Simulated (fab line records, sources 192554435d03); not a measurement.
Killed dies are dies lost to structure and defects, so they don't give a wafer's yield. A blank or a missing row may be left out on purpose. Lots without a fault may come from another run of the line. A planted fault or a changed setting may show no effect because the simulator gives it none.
fab line records | flow n5_finfet
record lots=7 wafers=21
route steps=1938 shown BEOL_M8@1338 BEOL_M9@1428 BEOL_M10@1513 BEOL_M11@1573 BEOL_M13@1681 BEOL_M14@1762 BEOL_M15@1773 TV_LITHO@1880
start_h: hours from the record's first day to the start of the lot's first wafer shown | wait_h: hours since the lot's step before | " the same as in the row above | L1.1+2: a row that stands for several wafers | - no value, or no start given | * or withheld: withheld | < > ~ a bound
route shown NAME@n: a module of which the file shows steps, and the number in the route of the first | usual: mean/standard deviation of fault-free wafers | same: alike in all rows | chamber/n: place in a boat | sites: the reading at each site | _std_site: their standard deviation | _edge_site: outer sites' mean less inner sites' | radius_mm: how far each site lies from the wafer's centre | mask NAME#n: copy n | behind: the tool/chamber that last shaped the wafer | hold: why the lot was held/for how many hours/how that ended | device: the transistor (n, p or np) that didn't switch | end of line: the same wafers' tests at the end of the route | a step without rows: its recipe alone | killed: dies lost to structure and defects at the first sort, not the wafer's yield | map: a wafer's dies, x killed, . not, _ none there
set.NAME: the setting as run; set.NAME@STEP: as run at that earlier step | model.NAME: the simulator's own value behind a step, which no gauge read
lots whose settings were changed on purpose; a table a step, a row a wafer
## steps
# step N5_BEOL_M8_COAT_60
# recipe resist=SiARC temp_c=220 time_s=60 spin_rpm=1500 resist_thk_nm=35
# columns lot.wafer tool chamber start_h wait_h set.spin_rpm model.SiARC_of_BEOL_M8_COAT_60.thk_nm
L076.1+6 litho_track-03 0 - - 1408 36.2
L076.2 " 0 " " 1500 35
L075.1+6 litho_track-02 0 - - 1599 33.8
L075.3 " 0 " " 1500 35
L085.4+5 litho_track-05 0 - - 1388 36.4
L085.6 " 0 " " 1500 35
L091.4+5+6 litho_track-03 0 - - 1500 35
L094.1+3 litho_track-05 0 - - 1500 35
L094.2 " 0 " " 1500 35.2
L095.2 litho_track-02 0 - - 1579 34.2
L095.3 " 0 " " 1500 35.2
L095.6 " 0 " " 1500 35
L097.1+3 litho_track-03 0 - - 1500 35.2
L097.4 " 0 " " 1500 35
# step N5_BEOL_M8_COAT_05
# recipe resist=CAR-ArF spin_rpm=1500 resist_thk_nm=90
# step N5_BEOL_M8_EBR_07
# recipe solvent=PGMEA ebr_width_mm=1.5
# step N5_BEOL_M8_DESCUM_16
# recipe chemistry=O2 time_s=7.9 source_power_w=50 bias_power_w=20 pressure_mtorr=20 rf_frequency_hz=2.712e+07 temp_c=40 resist=CAR-ArF o2_flow_sccm=225
# step N5_BEOL_M8_ETCH_61
# recipe chemistry=CF4 target=SiARC target_depth_a=455 mask_material=CAR-ArF time_s=75.8 ion_energy_ev=80 pressure_mtorr=40 source_w=545 bias_w=36 Ar_flow_sccm=100 cf4_flow_sccm=100 ends=cleared
# columns lot.wafer tool chamber start_h wait_h set.spin_rpm@BEOL_M8_COAT_60 model.etch.depth_nm model.CAR-ArF_of_BEOL_M8_COAT_05.thk_nm
L076.1 rie_diel-01 2 238.14 0.0 1408 36.2 49.6
L076.2 " 3 " " 1500 35.06 50.6
L076.6 " 1 " " 1408 36.11 49.8
L075.1 rie_diel-01 3 240.61 0.0 1599 33.76 51.8
L075.3 " 2 " " 1500 34.93 51
L075.6 " 3 " " 1599 33.79 52
L085.4 rie_diel-06 0 285.71 0.0 1388 36.37 49.6
L085.5 " 2 " " 1388 36.38 49.6
L085.6 " 3 " " 1500 35 50.8
L091.4+6 rie_diel-03 3,0 329.03 0.0 1500 35.04 50.6
L091.5 " 3 " " 1500 35.01 50.6
L094.1 rie_diel-01 3 340.10 0.0 1500 35.03 51
L094.2 " 1 " " 1500 35.13 50.8
L094.3 " 2 " " 1500 34.99 51
L095.2 rie_diel-03 0 344.25 0.0 1579 34.11 52.2
L095.3 " 2 " " 1500 35.17 51.2
L095.6 " 2 " " 1500 35.07 51
L097.1 rie_diel-01 1 359.43 0.0 1500 35.21 51
L097.3 " 2 " " 1500 35.16 51.4
L097.4 " 3 " " 1500 35.06 51.2
# step N5_BEOL_M8_ETCH_62
# recipe chemistry=N2/H2 target=SOC target_depth_a=1100 overetch_a=220 mask_material=SiARC temp_c=40 time_s=165 ion_energy_ev=200 pressure_mtorr=30 source_w=840 bias_w=150 n2_flow_sccm=200 h2_flow_sccm=200
# columns lot.wafer tool chamber start_h wait_h set.spin_rpm@BEOL_M8_COAT_60 model.SiARC_of_BEOL_M8_COAT_60.thk_nm
L076.1 rie_diel-01 2 238.19 0.0 1408 29.8
L076.2 " 3 " " 1500 28.4
L076.6 " 1 " " 1408 29.6
L075.1+6 rie_diel-01 3 240.66 0.0 1599 27.2
L075.3 " 2 " " 1500 28.6
L085.4 rie_diel-06 0 285.80 0.1 1388 29.8
L085.5 " 2 " " 1388 29.2
L085.6 " 3 " " 1500 28.2
L091.4+5 rie_diel-03 3 329.09 0.0 1500 28.6
L091.6 " 0 " " 1500 28.2
L094.1 rie_diel-01 3 340.16 0.0 1500 28.2
L094.2+3 " 1,2 " " 1500 28.6
L095.2 rie_diel-03 0 344.30 0.0 1579 27.4
L095.3+6 " 2 " " 1500 28.4
L097.1+3 rie_diel-01 1,2 359.49 0.0 1500 28.8
L097.4 " 3 " " 1500 28.2
# step N5_BEOL_M8_STRIP_68
# recipe chemistry=N2/H2 temp_c=40 n2_flow_sccm=200 h2_flow_sccm=200 rf_frequency_hz=6e+07
# step N5_BEOL_M8_STRIP_67
# recipe chemistry=CF4 resist=SiARC power_w=300 bias_power_w=75 pressure_mtorr=50 cf4_flow_sccm=150 rf_frequency_hz=6e+07
# step N5_BEOL_M8_STRIP_80
# recipe chemistry=N2/H2 time_s=10 power_w=450 temp_c=40 pressure_mtorr=20 rf_frequency_hz=6e+07 bias_power_w=7 n2_flow_sccm=200 h2_flow_sccm=200
# step N5_BEOL_M8_HM_STRIP_39
# recipe chemistry=peroxide_tin_strip material=TiN target_depth_a=250 temp_c=50 time_s=158
# columns lot.wafer tool chamber start_h wait_h set.temp_c@BEOL_M8_PECVD_70 model.SiO2_of_BEOL_M8_PECVD_70.thk_nm
L076.1+2+6 wet_bench-03 3,2,4 240.18 0.0 400 19.8
L075.1 wet_bench-05 6 243.40 0.0 400 19.6
L075.3 " 5 " " 392.2 20.8
L075.6 " 2 " " 400 20
L085.4 wet_bench-05 6 289.66 0.0 394.2 20.8
L085.5 " 4 " " 400 19.6
L085.6 " 0 " " 400 20
L091.4 wet_bench-04 0 331.75 0.0 400 20.2
L091.5 " 1 " " 414.8 18.2
L091.6 " 6 " " 414.8 18
L094.1 wet_bench-05 1 342.69 0.0 409.5 18.6
L094.2 " 4 " " 409.5 18.4
L094.3 " 0 " " 409.5 18
L095.2 wet_bench-05 7 347.97 0.0 400 19.8
L095.3 " 2 " " 400 20
L095.6 " 3 " " 400 20.2
L097.1 wet_bench-03 4 363.73 0.0 400 19.6
L097.3 " 3 " " 400 19.8
L097.4 " 0 " " 400 20
# step N5_BEOL_M9_COAT_22
# recipe resist=CAR-EUV spin_rpm=1500 resist_thk_nm=30
# columns lot.wafer tool chamber start_h wait_h set.spin_rpm model.CAR-EUV_of_BEOL_M9_COAT_22.thk_nm
L076.1 litho_track-04 0 - - 1500 30
L076.2 " 0 " " 1415 30.8
L076.6 " 0 " " 1415 31
L075.1+3+6 litho_track-01 0 - - 1500 30.2
L085.4 litho_track-01 0 - - 1500 30
L085.5 " 0 " " 1500 30.2
L085.6 " 0 " " 1628 28.8
L091.4+6 litho_track-01 0 - - 1563 29.4
L091.5 " 0 " " 1500 30
L094.1+2 litho_track-02 0 - - 1500 30
L094.3 " 0 " " 1500 30.2
L095.2+3 litho_track-01 0 - - 1500 30
L095.6 " 0 " " 1500 29.8
L097.1+3+4 litho_track-02 0 - - 1500 30
# step N5_BEOL_M10_ETCH_41
# recipe chemistry=CH3F/O2 target=SiCN target_depth_a=426 taper_deg=2 time_s=86 ion_energy_ev=120 mask_material=TiN pressure_mtorr=30 source_w=395 bias_w=75 Ar_flow_sccm=150 CH3F_flow_sccm=30 O2_flow_sccm=20
# usual rf_vpp_V=296.9/1.3
# columns lot.wafer tool chamber start_h wait_h set.source_w rf_vpp_V
L076.1 rie_diel-03 1 - - 346.8 310.8
L076.2 " 3 " " 395 298.3
L076.6 " 2 " " 395 299.4
L075.1 rie_diel-06 0 - - 442.5 284.3
L075.3 " 1 " " 442.5 286.4
L075.6 " 1 " " 442.5 287.0
L085.4 rie_diel-01 3 - - 395 295.8
L085.5 " 1 " " 395 296.5
L085.6 " 0 " " 343.7 310.5
L091.4 rie_diel-06 3 - - 395 296.1
L091.5 " 3 " " 417.7 292.3
L091.6 " 2 " " 395 298.3
L094.1 rie_diel-06 1 - - 395 296.0
L094.2 " 0 " " 419.7 289.4
L094.3 " 2 " " 395 298.0
L095.2 rie_diel-03 1 - - 395 297.5
L095.3 " 3 " " 423.3 289.9
L095.6 " 1 " " 395 298.8
L097.1 rie_diel-01 0 - - 395 298.1
L097.3 " 1 " " 395 295.8
L097.4 " 3 " " 395 295.8
# step N5_BEOL_M11_ETCH_66
# recipe chemistry=N2/H2 target=SOC target_depth_a=1200 overetch_a=240 mask_material=SiARC temp_c=40 time_s=180 ion_energy_ev=200 pressure_mtorr=30 source_w=840 bias_w=150 n2_flow_sccm=200 h2_flow_sccm=200
# columns lot.wafer tool chamber start_h wait_h set.time_s model.SiARC_of_BEOL_M11_COAT_64.thk_nm
L075.1 rie_diel-04 2 269.27 0.0 180 22.6
L075.3 " 0 " " 157.9 23.8
L075.6 " 1 " " 180 22.8
L076.1+6 rie_diel-04 1,0 270.31 0.0 180 23
L076.2 " 2 " " 180 22.6
L085.4 rie_diel-05 3 317.09 0.0 180 22.8
L085.5+6 " 0,3 " " 165.4 23.4
L091.4 rie_diel-04 1 358.80 0.0 180 23
L091.5 " 0 " " 180 23.2
L091.6 " 1 " " 180 22.8
L094.1 rie_diel-04 1 365.28 0.0 180 23
L094.2 " 3 " " 180 22.6
L094.3 " 0 " " 149.4 24.6
L095.2+6 rie_diel-05 0,1 377.76 0.0 180 22.8
L095.3 " 1 " " 157.1 23.8
L097.1+3 rie_diel-02 2,1 389.75 0.0 180 22.6
L097.4 " 3 " " 180 22.4
# step N5_BEOL_M13_COAT_66
# recipe resist=SiARC temp_c=220 time_s=60 spin_rpm=1500 resist_thk_nm=110
# columns lot.wafer tool chamber start_h wait_h set.spin_rpm model.SiARC_of_BEOL_M13_COAT_66.thk_nm
L075.1 litho_track-05 0 - - 1564 107.6
L075.3 " 0 " " 1564 108
L075.6 " 0 " " 1500 110
L076.1 litho_track-03 0 - - 1500 110
L076.2 " 0 " " 1387 114.6
L076.6 " 0 " " 1387 114.4
L085.4+5 litho_track-02 0 - - 1500 110.4
L085.6 " 0 " " 1500 110.2
L091.4+5 litho_track-02 0 - - 1500 110
L091.6 " 0 " " 1500 109.8
L094.1 litho_track-02 0 - - 1500 109.8
L094.2 " 0 " " 1577 107.4
L094.3 " 0 " " 1500 110.2
L095.2 litho_track-02 0 - - 1500 109.6
L095.3 " 0 " " 1500 109.4
L095.6 " 0 " " 1552 107.8
L097.1 litho_track-03 0 - - 1500 110.4
L097.3+4 " 0 " " 1500 110
# step N5_BEOL_M13_COAT_22
# recipe spin_rpm=2888 resist_thk_nm=300
# step N5_BEOL_M13_EBR_24
# recipe solvent=PGMEA ebr_width_mm=1.5
# step N5_BEOL_M13_DESCUM_33
# recipe chemistry=O2 time_s=7.9 source_power_w=50 bias_power_w=20 pressure_mtorr=20 rf_frequency_hz=2.712e+07 temp_c=40 o2_flow_sccm=225
# step N5_BEOL_M13_ETCH_67
# recipe chemistry=CF4 target=SiARC target_depth_a=1430 time_s=238.3 ion_energy_ev=80 pressure_mtorr=40 source_w=545 bias_w=36 Ar_flow_sccm=100 cf4_flow_sccm=100 ends=cleared
# columns lot.wafer tool chamber start_h wait_h set.spin_rpm@BEOL_M13_COAT_66 model.etch.depth_nm
L075.1 rie_diel-02 0 280.26 0.0 1564 107.6
L075.3 " 2 " " 1564 108
L075.6 " 2 " " 1500 110
L076.1 rie_diel-02 2 283.34 0.0 1500 110
L076.2 " 3 " " 1387 114.6
L076.6 " 3 " " 1387 114.3
L085.4 rie_diel-02 0 330.41 0.0 1500 110.4
L085.5 " 2 " " 1500 110.5
L085.6 " 1 " " 1500 110.1
L091.4+5 rie_diel-05 2 370.42 0.0 1500 110.1
L091.6 " 1 " " 1500 109.8
L094.1 rie_diel-04 1 374.53 0.0 1500 109.8
L094.2 " 2 " " 1577 107.3
L094.3 " 0 " " 1500 110.2
L095.2 rie_diel-02 2 391.89 0.0 1500 109.6
L095.3 " 1 " " 1500 109.5
L095.6 " 2 " " 1552 107.9
L097.1 rie_diel-02 1 403.88 0.0 1500 110.4
L097.3 " 1 " " 1500 110
L097.4 " 3 " " 1500 109.9
# step N5_BEOL_M13_ETCH_68
# recipe chemistry=N2/H2 target=SOC mask_material=SiARC source_w=3000 bias_w=350 temp_c=40 time_s=355 ion_energy_ev=200 pressure_mtorr=30 n2_flow_sccm=200 h2_flow_sccm=200
# columns lot.wafer tool chamber start_h wait_h set.spin_rpm@BEOL_M13_COAT_66 model.SiARC_of_BEOL_M13_COAT_66.thk_nm
L075.1 rie_diel-02 0 280.40 0.1 1564 75
L075.3 " 2 " " 1564 75.2
L075.6 " 2 " " 1500 77.2
L076.1 rie_diel-02 2 283.49 0.1 1500 78
L076.2 " 3 " " 1387 81
L076.6 " 3 " " 1387 80.6
L085.4 rie_diel-02 0 330.55 0.1 1500 77.4
L085.5 " 2 " " 1500 77.8
L085.6 " 1 " " 1500 77
L091.4 rie_diel-05 2 370.56 0.1 1500 78
L091.5 " 2 " " 1500 78.2
L091.6 " 1 " " 1500 77
L094.1 rie_diel-04 1 374.67 0.1 1500 77
L094.2 " 2 " " 1577 74
L094.3 " 0 " " 1500 78.4
L095.2+3 rie_diel-02 2,1 392.03 0.1 1500 76.6
L095.6 " 2 " " 1552 74.6
L097.1 rie_diel-02 1 404.10 0.1 1500 77.6
L097.3 " 1 " " 1500 77
L097.4 " 3 " " 1500 76.4
# step N5_BEOL_M14_SPUTTER_43
# recipe material=TaN target_thk_a=150 temp_c=50 bias_v=168.6 power_w=15000 chamber_pressure_pa=0.12 time_s=24.19
# columns lot.wafer tool chamber start_h wait_h set.time_s model.TaN_of_BEOL_M14_SPUTTER_43.thk_nm
L075.1 pvd_sputter-01 - 293.17 0.0 24.19 14.8
L075.3 " - " " 26.86 16.6
L075.6 " - " " 26.86 16.4
L076.1 pvd_sputter-02 - 295.97 0.0 24.19 15.2
L076.2 " - " " 23.21 14.2
L076.6 " - " " 24.19 14.8
L085.4 pvd_sputter-01 - 344.62 0.0 24.19 15
L085.5 " - " " 25.39 15.6
L085.6 " - " " 24.19 14.8
L091.4+6 pvd_sputter-03 - 383.38 0.0 24.19 15.2
L091.5 " - " " 21.74 13.6
L094.1 pvd_sputter-03 - 383.82 0.0 24.19 15.4
L094.2 " - " " 24.19 15.2
L094.3 " - " " 25.36 16
L095.2 pvd_sputter-02 - 399.28 0.0 22.6 14
L095.3 " - " " 24.19 15.2
L095.6 " - " " 24.19 15
L097.1 pvd_sputter-03 - 411.59 0.0 24.19 14.8
L097.3 " - " " 24.19 15
L097.4 " - " " 24.19 15.2
# step N5_BEOL_M15_ILD_DEP_00
# recipe material=SiO2 target_thk_a=16293 temp_c=400 precursor=TEOS/O2 pressure_torr=6.5 rf_w=900 teos_flow_sccm=161.4 gas=O2 flow_sccm=2650 time_s=346.1
# columns lot.wafer tool chamber start_h wait_h set.temp_c
L075.1 pecvd-02 1 294.62 0.0 393.2
L075.3+6 " 0 " " 400
L076.1+6 pecvd-01 2,1 297.22 0.0 406.2
L076.2 " 0 " " 400
L085.4+5 pecvd-04 2,0 346.00 0.1 393.4
L085.6 " 1 " " 400
L091.4+5+6 pecvd-01 2,0,1 384.83 0.1 400
L094.1+2+3 pecvd-02 2,1,0 385.46 0.0 400
L095.2 pecvd-04 1 400.56 0.0 402.1
L095.3+6 " 2,0 " " 400
L097.1+3+4 pecvd-02 2,0,1 412.86 0.0 400
# step N5_BEOL_M15_COAT_58
# recipe resist=BARC temp_c=205 time_s=60 spin_rpm=1500 resist_thk_nm=89
# step N5_BEOL_M15_STRIP_62
# recipe chemistry=O2 power_w=600 temp_c=60 pressure_mtorr=30 rf_frequency_hz=6e+07 bias_power_w=0 overash_fraction=0.3 o2_flow_sccm=225
# step N5_BEOL_M15_STRIP_37
# recipe chemistry=O2 power_w=600 temp_c=60 pressure_mtorr=30 rf_frequency_hz=6e+07 bias_power_w=0 overash_fraction=0.3 o2_flow_sccm=225
# step N5_BEOL_M15_ETCH_38
# recipe chemistry=CF4/N2 target=SiCN target_depth_a=1064 taper_deg=2 time_s=120.5 ion_energy_ev=150 mask_material=SiO2 pressure_mtorr=40 source_w=430 bias_w=70 Ar_flow_sccm=100 cf4_flow_sccm=60 n2_flow_sccm=60
# columns lot.wafer tool chamber start_h wait_h set.temp_c@BEOL_M15_ILD_DEP_00 model.SiO2_of_BEOL_M15_ILD_DEP_00.thk_nm
L075.1 rie_diel-05 3 - - 393.2 1624
L075.3 " 1 " " 400 1550
L075.6 " 3 " " 400 1582
L076.1 rie_diel-05 2 - - 406.2 1508
L076.2 " 3 " " 400 1568
L076.6 " 0 " " 406.2 1511
L085.4 rie_diel-02 0 - - 393.4 1688
L085.5 " 2 " " 393.4 1657
L085.6 " 3 " " 400 1597
L091.4 rie_diel-02 2 - - 400 1598
L091.5 " 3 " " 400 1601
L091.6 " 1 " " 400 1571
L094.1 rie_diel-04 1 - - 400 1588
L094.2 " 2 " " 400 1591
L094.3 " 3 " " 400 1613
L095.2 rie_diel-05 1 - - 402.1 1564
L095.3 " 2 " " 400 1571
L095.6 " 0 " " 400 1567
L097.1 rie_diel-05 0 - - 400 1568
L097.3 " 2 " " 400 1563
L097.4 " 3 " " 400 1600
# step N5_BEOL_M15_SPUTTER_43
# recipe material=TaN target_thk_a=150 temp_c=50 bias_v=168.6 power_w=15000 chamber_pressure_pa=0.12 time_s=24.19
# columns lot.wafer tool chamber start_h wait_h set.time_s model.TaN_of_BEOL_M15_SPUTTER_43.thk_nm
L075.1 pvd_sputter-03 - 301.49 0.0 24.19 14.8
L075.3 " - " " 26.85 16.6
L075.6 " - " " 26.85 16.4
L076.1+6 pvd_sputter-01 - 301.62 0.0 24.19 14.8
L076.2 " - " " 20.96 13
L085.4 pvd_sputter-02 - 350.94 0.0 24.19 14.8
L085.5 " - " " 25.93 16
L085.6 " - " " 24.19 15
L094.1+3 pvd_sputter-02 - 392.38 0.0 26.61 16.2
L094.2 " - " " 26.61 16
L091.4 pvd_sputter-03 - 392.40 0.0 24.19 15
L091.5+6 " - " " 24.19 14.8
L095.2+3 pvd_sputter-02 - 405.67 0.0 25.65 15.8
L095.6 " - " " 24.19 14.6
L097.1+4 pvd_sputter-03 - 419.83 0.0 24.19 15
L097.3 " - " " 24.19 14.8
# step N5_BEOL_M15_SPUTTER_44
# recipe material=Ta target_thk_a=150 temp_c=50 bias_v=80 power_w=15000 chamber_pressure_pa=0.07 time_s=24.19
# columns lot.wafer tool chamber start_h wait_h set.power_w model.Ta_of_BEOL_M15_SPUTTER_44.thk_nm
L075.1 pvd_sputter-03 - 301.57 0.0 16210 16.4
L075.3 " - " " 15000 15.2
L075.6 " - " " 16210 16.2
L076.1 pvd_sputter-01 - 301.70 0.0 14230 14.4
L076.2 " - " " 15000 15
L076.6 " - " " 15000 15.2
L085.4+5 pvd_sputter-02 - 351.02 0.0 15000 14.8
L085.6 " - " " 15000 15
L094.1 pvd_sputter-02 - 392.46 0.0 15000 14.8
L094.2 " - " " 15000 15.2
L094.3 " - " " 15000 15
L091.4 pvd_sputter-03 - 392.48 0.0 15000 15
L091.5 " - " " 15000 14.6
L091.6 " - " " 17080 16.8
L095.2 pvd_sputter-02 - 405.75 0.0 15000 15.2
L095.3 " - " " 13310 13
L095.6 " - " " 15000 14.8
L097.1+3 pvd_sputter-03 - 419.91 0.0 15000 15
L097.4 " - " " 15000 15.2
# step N5_PASSIVATION_PEB_08
# recipe peb_temp_c=withheld peb_time_s=*
# columns lot.wafer tool chamber start_h wait_h set.peb_time_s
L076.1+2 litho_track-03 0 311.93 0.1 *
L076.6 " 0 " " *
L075.1+3 litho_track-03 0 312.10 0.1 *
L075.6 " 0 " " *
L085.4+5+6 litho_track-05 0 359.49 0.0 *
L094.1 litho_track-02 0 401.57 0.1 *
L094.2+3 " 0 " " *
L091.4 litho_track-03 0 401.77 0.0 *
L091.5+6 " 0 " " *
L095.2+6 litho_track-05 0 414.25 0.0 *
L095.3 " 0 " " *
L097.1+3+4 litho_track-05 0 428.73 0.1 *
# step N5_PASSIVATION_DEVELOP_09
# recipe develop_time_s=60 rinse_liquid=diw dry=air_spin dev_temp_c=21
# step N5_PASSIVATION_HARDBAKE_11
# recipe temp_c=130 time_s=120
# step N5_PASSIVATION_CD_MEAS_10
# recipe target_cd_nm=3000 landing_energy_ev=500 detector=se_inlens
# usual cd_nm=2999.1/2.2
# columns lot.wafer tool chamber start_h wait_h set.peb_time_s@PASSIVATION_PEB_08 cd_nm
L076.1 cd_sem-02 0 312.05 - * 3004.7
L076.2 " 0 " " * 3003.4
L076.6 " 0 " " * 2999.0
L075.1 cd_sem-03 0 312.21 - * 2998.8
L075.3 " 0 " " * 2998.0
L075.6 " 0 " " * 2999.1
L085.4 cd_sem-01 0 359.61 - * 2999.6
L085.5 " 0 " " * 2997.9
L085.6 " 0 " " * 2999.4
L094.1 cd_sem-01 0 401.69 - * 2989.2
L094.2 " 0 " " * 2997.0
L094.3 " 0 " " * 2997.8
L091.4 cd_sem-02 0 401.90 - * 3006.5
L091.5 " 0 " " * 3000.0
L091.6 " 0 " " * 3002.5
L095.2 cd_sem-01 0 414.37 - * 2995.3
L095.3 " 0 " " * 2999.1
L095.6 " 0 " " * 2999.1
L097.1 cd_sem-01 0 428.85 - * 3000.4
L097.3 " 0 " " * 3002.4
L097.4 " 0 " " * 3000.2
## key
split step=N5_BEOL_M8_COAT_60 setting=spin_rpm stated=1500 by=wafer
response step=N5_BEOL_M8_COAT_60 reading=model.SiARC_of_BEOL_M8_COAT_60.thk_nm change=-0.185 per=1% r=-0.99
response step=N5_BEOL_M8_ETCH_61 reading=model.etch.depth_nm change=-0.182 per=1% r=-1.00
response step=N5_BEOL_M8_ETCH_61 reading=model.CAR-ArF_of_BEOL_M8_COAT_05.thk_nm change=+0.159 per=1% r=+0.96
response step=N5_BEOL_M8_ETCH_62 reading=model.SiARC_of_BEOL_M8_COAT_60.thk_nm change=-0.195 per=1% r=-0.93
split step=N5_BEOL_M9_COAT_22 setting=spin_rpm stated=1500 by=wafer
response step=N5_BEOL_M9_COAT_22 reading=model.CAR-EUV_of_BEOL_M9_COAT_22.thk_nm change=-0.153 per=1% r=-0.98
split step=N5_BEOL_M10_ETCH_41 setting=source_w stated=395 by=wafer
response step=N5_BEOL_M10_ETCH_41 reading=rf_vpp_V change=-1.06 per=1% r=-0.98
split step=N5_BEOL_M11_ETCH_66 setting=time_s stated=180 by=wafer
response step=N5_BEOL_M11_ETCH_66 reading=model.SiARC_of_BEOL_M11_COAT_64.thk_nm change=-0.0924 per=1% r=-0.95
split step=N5_BEOL_M13_COAT_66 setting=spin_rpm stated=1500 by=wafer
response step=N5_BEOL_M13_COAT_66 reading=model.SiARC_of_BEOL_M13_COAT_66.thk_nm change=-0.552 per=1% r=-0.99
response step=N5_BEOL_M13_ETCH_67 reading=model.etch.depth_nm change=-0.549 per=1% r=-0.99
response step=N5_BEOL_M13_ETCH_68 reading=model.SiARC_of_BEOL_M13_COAT_66.thk_nm change=-0.494 per=1% r=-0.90
split step=N5_BEOL_M14_SPUTTER_43 setting=time_s stated=24.19 by=wafer
response step=N5_BEOL_M14_SPUTTER_43 reading=model.TaN_of_BEOL_M14_SPUTTER_43.thk_nm change=+0.158 per=1% r=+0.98
split step=N5_BEOL_M15_ILD_DEP_00 setting=temp_c stated=400 by=wafer
response step=N5_BEOL_M15_ETCH_38 reading=model.SiO2_of_BEOL_M15_ILD_DEP_00.thk_nm change=-38 per=1% r=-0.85
split step=N5_BEOL_M15_SPUTTER_43 setting=time_s stated=24.19 by=wafer
response step=N5_BEOL_M15_SPUTTER_43 reading=model.TaN_of_BEOL_M15_SPUTTER_43.thk_nm change=+0.149 per=1% r=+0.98
split step=N5_BEOL_M15_SPUTTER_44 setting=power_w stated=15000 by=wafer
response step=N5_BEOL_M15_SPUTTER_44 reading=model.Ta_of_BEOL_M15_SPUTTER_44.thk_nm change=+0.153 per=1% r=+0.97
split step=N5_PASSIVATION_PEB_08 setting=peb_time_s stated=* by=wafer
response step=N5_PASSIVATION_CD_MEAS_10 reading=cd_nm change=+0.312 per=1% r=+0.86
split outside_this_file step=N5_BEOL_M8_PECVD_70 setting=temp_c
# split outside_this_file: this setting was split too, and the file shows its column; the key of that split is in another file
